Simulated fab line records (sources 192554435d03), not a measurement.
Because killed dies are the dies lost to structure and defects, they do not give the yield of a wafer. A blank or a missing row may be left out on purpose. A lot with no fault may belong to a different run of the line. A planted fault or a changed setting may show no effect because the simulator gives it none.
Matching of chambers -- flow n5_finfet -- N5_BEOL_M9_ALD_74 on ald_metal-04 has 4 sister chambers
The step deposits TaN, target thk 2 nm, pulse time 2 s, purge time 3 s. 4 wafers are shown with their chamber, then 9 later ones without.

== EACH WAFER AND ITS CHAMBER ==
wafer,chamber,heater_power_w (W)
L083.4,0,437
L089.4,1,453
L089.5,3,389
L089.6,2,456

== WAFERS MISSING THEIR CHAMBER ==
wafer,heater_power_w (W)
L090.1,399
L090.2,468
L090.3,441
L095.2,453
L095.4,461
L095.5,448
L096.3,449
L096.4,466
L096.6,390

== EACH ONE'S CHAMBER ==
wafer,from the rows above,in truth
L090.1,3,3
L090.2,can't be placed: 2 or 1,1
L090.3,can't be placed: 0 or 1 or 2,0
L095.2,can't be placed: 1 or 2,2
L095.4,can't be placed: 2 or 1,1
L095.5,can't be placed: 1 or 2 or 0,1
L096.3,can't be placed: 1 or 2 or 0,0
L096.4,can't be placed: 2 or 1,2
L096.6,3,3
2 of 9 placed correctly. Not placeable from these rows: 7 (in 7, the candidates include the true chamber). Placed wrongly: 0.
How it was worked out, from the rows above alone: a wafer's distance from a chamber is the root of the sum, over the readings, of the square of ((its reading less the chamber's mean) divided by the reading's scatter). The wafer belongs to the nearest chamber; if the next one is less than 2 further off, it can't be placed. Each chamber's mean is taken over the wafers shown for it. The scatter: root of mean squared gap, hidden wafer to nearest shown wafer, with one shown wafer a chamber.
